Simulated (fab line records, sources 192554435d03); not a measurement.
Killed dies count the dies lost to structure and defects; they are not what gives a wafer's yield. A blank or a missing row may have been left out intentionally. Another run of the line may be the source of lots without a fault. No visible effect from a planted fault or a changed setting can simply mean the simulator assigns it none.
One fault seen from 2 desks :: flow n5-finfet :: numbers are kept per desk, each desk with only its own; the story behind them comes last

## DESK OF THE TOOL OWNER: pecvd-02
The tool's own readings at N5_BEOL_M2_ILD_DEP_00 (deposits SiOC from DEMS/O2, target thk 79 nm, time 15.3 s): means of the sampled wafers that have a number, for each lot that ran on this tool. The brackets show how far a lot's mean lies from the usual mean; more than 4 standard deviations puts the lot out of limits, marked OUT.
Columns: A = heater-power-w at N5_BEOL_M2_ILD_DEP_00, usual 488 W; B = showerhead-plenum-p-Torr at N5_BEOL_M2_ILD_DEP_00, usual 5.688 Torr; C = throttle-valve-pct at N5_BEOL_M2_ILD_DEP_00, usual 12.0 %
lot: L190
first seen here: day 7 11:42
A: 551
B: 5.711
C: 12.3

lot: L191
first seen here: day 7 13:25
A: 565
B: 5.679
C: 12.2

lot: L197
first seen here: day 9 01:47
A: 533
B: 5.687
C: 12.3

lot: L200
first seen here: day 9 20:34
A: 545
B: 5.672
C: 12.2

lot: L202
first seen here: day 11 00:24
A: 500
B: 5.716
C: 12.2

lot: L203
first seen here: day 11 09:01
A: 529
B: 5.688
C: 11.9
This desk's finding: nothing out of limits on any of the 6 lots.

## AT THE METROLOGY DESK
What the gauges read for every lot (on any tool): the sampled wafers with a number, averaged. The brackets show how far a lot's mean lies from the usual mean; more than 4 standard deviations puts the lot out of limits, marked OUT. 7 of its 11 readings are shown: the first one out of limits and those lying furthest out on some lot.
Columns: A = M2_ILD_THK at N5_BEOL_M2_THK_MEAS_01, usual 78.9 nm; B = DIBL_N at N5_BEOL_M4_RC_MEAS_101, usual 36.3 mV/V; C = IOFF_P at N5_BEOL_M4_RC_MEAS_101, usual 0.22 nA/um; D = ION_N at N5_BEOL_M4_RC_MEAS_101, usual 675 uA/um; E = SS_P at N5_BEOL_M4_RC_MEAS_101, usual 73.3 mV/dec; F = VT_N at N5_BEOL_M4_RC_MEAS_101, usual 250 mV; G = VT_P at N5_BEOL_M4_RC_MEAS_101, usual -250 mV
lot: L190
first seen here: day 7 11:46
A: 79.1
B: 36.1
C: 0.18
D: 671
E: 72.9
F: 251
G: -254

lot: L191
first seen here: day 7 13:29
A: 79.1
B: 36.7
C: 0.20
D: 679
E: 73.5
F: 253
G: -251

lot: L197
first seen here: day 9 01:50
A: 78.5
B: 36.7
C: 0.20
D: 679
E: 73.3
F: 249
G: -252

lot: L200
first seen here: day 9 20:38
A: 100.3 (+22) OUT
B: 36.4
C: 0.21
D: 681
E: 73.4
F: 250
G: -252

lot: L202
first seen here: day 11 00:28
A: 122.3 (+46) OUT
B: 38.0
C: 0.24
D: 675
E: 73.5
F: 246
G: -249

lot: L203
first seen here: day 11 09:05
A: 110.9 (+34) OUT
B: 35.3
C: 0.20
D: 668
E: 74.1
F: 251
G: -251

lot: L204
first seen here: day 11 09:47
A: 79.1
B: 35.4
C: 0.21
D: 677
E: 73.0
F: 250
G: -249

lot: L206
first seen here: day 11 15:47
A: 78.4
B: 36.4
C: 0.22
D: 677
E: 73.0
F: 247
G: -249

lot: L208
first seen here: day 11 22:57
A: 77.8
B: 36.1
C: 0.26
D: 689
E: 73.0
F: 245
G: -245

lot: L210
first seen here: day 12 11:57
A: 78.9
B: 36.9
C: 0.19
D: 675
E: 73.3
F: 250
G: -252
Finding of this desk: L200, L202, L203 out of limits, first seen on L200 at day 9 20:38 (M2_ILD_THK at N5_BEOL_M2_THK_MEAS_01). Within limits: L190, L191, L197, L204, L206, L208, L210.

## BROUGHT TOGETHER
L200, L202, L203 would have let the metrology desk raise an alarm at day 9 20:38.
The desk of the tool owner found nothing out of limits.
The tool owner's desk has L200, L202, L203 on record, within its limits.
On pecvd-02, each named lot ran N5_BEOL_M2_ILD_DEP_00.

## WHAT THE SIMULATOR HAD PUT IN
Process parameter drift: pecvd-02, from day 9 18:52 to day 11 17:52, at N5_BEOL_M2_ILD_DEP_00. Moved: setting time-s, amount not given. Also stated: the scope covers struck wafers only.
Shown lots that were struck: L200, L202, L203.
Hours from the fault's start to each desk's first reading out of limits: the metrology desk, 2.
